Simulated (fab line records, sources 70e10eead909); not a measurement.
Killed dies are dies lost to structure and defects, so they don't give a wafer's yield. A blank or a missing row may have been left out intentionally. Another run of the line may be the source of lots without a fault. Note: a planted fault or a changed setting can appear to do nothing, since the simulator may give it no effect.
Chamber matching	flow nand_harc	NHARC_A_ONON_D1_DEP_33 on pecvd-02 has 3 sister chambers
The step deposits SiO2, target thk 200 nm. 3 wafers are shown with their chamber, then 7 later ones without.

== WAFERS, EACH WITH ITS CHAMBER ==
wafer	chamber	heater_power_w (W)
L923.5	1	548
L931.3	0	673
L931.4	2	427

== WAFERS WHOSE CHAMBER IS MISSING ==
wafer	heater_power_w (W)
L931.6	438
L933.1	675
L933.3	490
L933.4	360
L934.1	659
L934.4	485
L934.5	691

== WHICH CHAMBER EACH ONE RAN IN ==
wafer	from the rows above	in truth
L931.6	2	2
L933.1	0	0
L933.3	can't be placed: 1 or 2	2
L933.4	2	2
L934.1	0	0
L934.4	can't be placed: 2 or 1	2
L934.5	0	0
Correct placement for 5 of the 7. From these rows, 2 cannot be placed; in 2 the true chamber is one of the candidates. Number placed wrongly: 0.
How it was worked out, from the rows above alone: a wafer's distance from a chamber is the root of the sum, over the readings, of the square of ((its reading less the chamber's mean) divided by the reading's scatter). The wafer belongs to the nearest chamber; if the next one is less than 2 further off, it can't be placed. A chamber's mean is the mean of its shown wafers. The scatter: root of mean squared gap, hidden wafer to nearest shown wafer, with one shown wafer a chamber.
